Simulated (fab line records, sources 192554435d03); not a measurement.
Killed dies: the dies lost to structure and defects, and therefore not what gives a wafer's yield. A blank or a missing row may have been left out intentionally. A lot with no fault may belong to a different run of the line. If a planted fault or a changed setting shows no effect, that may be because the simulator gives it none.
Which of the tools did it? -- flow n5Finfet -- at 1 step of a route of 1938, 12 lots with 36 wafers sampled

WHAT THE GAUGES SHOWED, per wafer
N5_BEOL_M13_RS_MEAS_54: the measuring method here is four-point-probe.
lot,measured,on,M13_RS (ohm/sq)
L075,day 13 02:32,filmMetro-01,0.0461 0.0443 0.0443
L076,day 13 17:17,filmMetro-02,0.0447 0.0446 0.0443
L079,day 14 08:16,filmMetro-02,0.0451 0.0455 0.0450
L082,day 14 12:48,filmMetro-01,0.0465 0.0454 0.0461
L084,day 15 11:26,filmMetro-01,0.0442 0.0457 0.0461
L085,day 15 17:22,filmMetro-01,0.0451 0.0449 0.0447
L087,day 16 09:26,filmMetro-01,0.0441 0.0456 0.0454
L086,day 16 18:53,filmMetro-02,0.0456 0.0456 0.0442
L093,day 17 19:12,filmMetro-01,0.0452 0.0451 0.0465
L094,day 18 14:02,filmMetro-02,0.0456 0.0446 0.0449
L096,day 19 17:28,filmMetro-01,0.0451 0.0460 0.0459
L095,day 20 02:08,filmMetro-02,0.0435 0.0452 0.0451

EACH LOT AND THE TOOL THAT RAN IT (in order: tool; ch and the chambers of the sampled wafers; start)
Record: no process step prior to these readings.

THE ANSWER, worked out from the rows above alone
Rule: the lots themselves supply what counts as usual. The widest of any qualifying gaps counts: lots, ordered by their means at a reading, are off when they make up no more than a third of the lots, leave a main group of 4 or more, and stand apart from it by 3 or more times the standard deviation of that group's means. Not used: any main group whose means are identical at the precision the tables above print for the reading. A lot without any number at a reading at which 4 lots or more have one is off too. Where the step has rows for the other lots, those lots are counted as sound.
Nothing can be told from this: no lot is off at any reading shown.

WHAT HAD BEEN PUT IN BY THE SIMULATOR
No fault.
